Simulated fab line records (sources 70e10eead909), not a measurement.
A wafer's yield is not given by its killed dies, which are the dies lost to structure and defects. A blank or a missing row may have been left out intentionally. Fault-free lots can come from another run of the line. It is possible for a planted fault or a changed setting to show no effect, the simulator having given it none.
3 desks, one fault -- flow nandHarc -- what lay behind the numbers comes last; until then each desk has only its own

THE DEFECT DESK
Counts from the inspections along the route, per lot, as means over the sampled wafers that have a number. Marked OUT: a lot whose mean sits more than 4 standard deviations from the usual mean, which makes it out of limits; the brackets give that distance.
Columns: A = rawDefectCount at NHARC_A_SLIT_INSPECT_11, usual 22; B = rawDefectCount at NHARC_A_WL_FILL_INSPECT_15, usual 388
lot,first seen here,A,B
L317,day 14 09:03,24,366
L321,day 14 17:16,23,275
L318,day 14 17:26,23,392
L320,day 14 17:35,15,413
L319,day 14 19:14,20,276
L324,day 16 09:02,14,262
L325,day 16 15:25,23,415
L327,day 16 16:50,21,390
L332,day 17 17:22,12,557
L333,day 18 06:43,35,415
L336,day 18 21:23,37,231
L334,day 19 04:53,30,442
L339,day 19 19:55,17,442
L340,day 20 08:14,18,307
Finding of this desk: none of the 14 lots has anything out of limits.

METROLOGY DESK
Lot by lot, what the gauges showed, no matter which tool ran the lot: averages of those sampled wafers that carry a number. Marked OUT: a lot whose mean sits more than 4 standard deviations from the usual mean, which makes it out of limits; the brackets give that distance.
Columns: A = cdNm at NHARC_A_SLIT_CD_MEAS_21, usual 289.7 nm
lot,first seen here,A
L317,day 14 12:41,289.6
L318,day 14 21:04,289.8
L321,day 14 22:24,289.7
L320,day 14 22:45,289.5
L319,day 15 00:04,290.5
L324,day 16 12:29,288.2
L325,day 16 21:34,288.4
L327,day 16 22:04,290.4
L332,day 18 00:35,288.9
L333,day 18 10:10,288.8
L336,day 19 02:09,290.2
L334,day 19 11:11,290.3
L339,day 20 00:46,289.8
L340,day 20 11:41,290.3
Finding of this desk: none of the 14 lots has anything out of limits.

FOR THE TOOL OWNER'S DESK: rieMetal-01
The tool's own readings at NHARC_A_WL_FILL_ETCHBACK_17 (etches the open film in Cl2/BCl3, target depth 4 nm, time 26.7 s): means of the sampled wafers that have a number, for each lot that ran on this tool. Marked OUT: a lot whose mean sits more than 4 standard deviations from the usual mean, which makes it out of limits; the brackets give that distance.
Columns: A = drypumpMotorCurrentA at NHARC_A_WL_FILL_ETCHBACK_17, usual 5.7 A; B = oesProductAu at NHARC_A_WL_FILL_ETCHBACK_17, usual 0.999 a.u.; C = runLengthS at NHARC_A_WL_FILL_ETCHBACK_17, usual 48.0 s
lot,first seen here,A,B,C
L321,day 15 23:18,5.6,1.001,47.7
L324,day 17 11:06,5.6,1.000,45.5 (-4.8) OUT
L327,day 17 19:07,5.6,0.995,46.2
L325,day 17 22:16,5.6,0.996,45.6 (-4.7) OUT
This desk's finding: out of limits on L324, L325; first on L324, day 17 11:06 (runLengthS at NHARC_A_WL_FILL_ETCHBACK_17). L321, L327: within limits.

PUT TOGETHER
At day 17 11:06, on L324, L325, the tool owner's desk was in a position to raise an alarm.
No out-of-limits result turned up at the defect desk.
The metrology desk saw nothing out of limits.
The defect desk has L324, L325 on record, within its limits.
The metrology desk holds a record of L324, L325, inside its limits.
NHARC_A_WL_FILL_ETCHBACK_17 was run on rieMetal-01 by each of the lots named.

WHAT THE SIMULATOR HAD INSERTED
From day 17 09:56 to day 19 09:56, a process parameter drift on rieMetal-01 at NHARC_A_WL_FILL_ETCHBACK_17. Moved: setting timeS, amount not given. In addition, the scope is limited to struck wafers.
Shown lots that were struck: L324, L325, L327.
Delay in hours, fault start to first out-of-limits reading, by desk: the tool owner's desk at 1.
